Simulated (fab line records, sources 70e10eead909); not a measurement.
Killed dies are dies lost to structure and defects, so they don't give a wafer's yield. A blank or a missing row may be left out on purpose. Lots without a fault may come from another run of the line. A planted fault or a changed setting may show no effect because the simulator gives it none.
Tool commonality check | flow nand_harc | 1 lot, 1 wafer sampled

WHY IT WAS OPENED
At NHARC_END_SORT_01 the reading killed_dies is flagged on 1 of 1 lot. Wafers without a fault read 59, standard deviation 18.
Rule: a lot is flagged when every wafer of it that has a number lies more than 4 standard deviations from that mean, or none has a number. The other lots count as sound.

lot  | measured     | on        | killed_dies, wafer by wafer | flag
L680 | day 32 17:38 | prober-01 | 677                         | FLAGGED
The numbers of the flagged lots are 677 on average: +618 against the usual, or +34 standard deviations.

WHICH TOOL RAN EACH LOT
The record holds 4 process steps before the reading, out of a route of 1302 steps. In each cell: the tool, then ch and the chambers that the sampled wafers went through, then the start.
lot  | flag    | NHARC_A_SLIT_DEP_00           | NHARC_THIN_TSV_PVD_19 | NHARC_THIN_TSV_PVD_51 | NHARC_THIN_TSV_CMP_21
L680 | FLAGGED | acl_dep-01 ch 0, day 27 17:59 | no row                | no row                | no row
What these steps do:
- NHARC_A_SLIT_DEP_00: deposits aC, target thk 6200 nm.
- NHARC_THIN_TSV_PVD_19: deposits TaN, target thk 20 nm.
- NHARC_THIN_TSV_PVD_51: deposits Cu, target thk 100 nm.
- NHARC_THIN_TSV_CMP_21: polishes, t overpolish 30 s, target thk 2000 nm.
- NHARC_END_SORT_01

FLAGGED OVER TOTAL, TOOL BY TOOL (the gauges that took the reading come last)
step                | tool       | lots run | flagged | share of the flagged lots | sound lots run after its first flagged lot
NHARC_A_SLIT_DEP_00 | acl_dep-01 | 1        | 1       | all                       | 0
NHARC_END_SORT_01   | prober-01  | 1        | 1       | all                       | 0

WHAT THE TABLE ALLOWS
2 rows of the table ran every flagged lot: acl_dep-01 at NHARC_A_SLIT_DEP_00, prober-01 at NHARC_END_SORT_01.
- acl_dep-01 at NHARC_A_SLIT_DEP_00: 1 of its 1 lot flagged. It ran no sound lot before its first flagged lot in this sample, so the start can't be narrowed down.
- prober-01 at NHARC_END_SORT_01: 1 of its 1 lot flagged. It ran no sound lot before its first flagged lot in this sample, so the start can't be narrowed down.
Counting lots can't tell these 2 tools apart, because each fits a fault that began at some hour. More lots, or a look at what each step does to the wafer, might.

WHAT THE SIMULATOR HAD PUT IN
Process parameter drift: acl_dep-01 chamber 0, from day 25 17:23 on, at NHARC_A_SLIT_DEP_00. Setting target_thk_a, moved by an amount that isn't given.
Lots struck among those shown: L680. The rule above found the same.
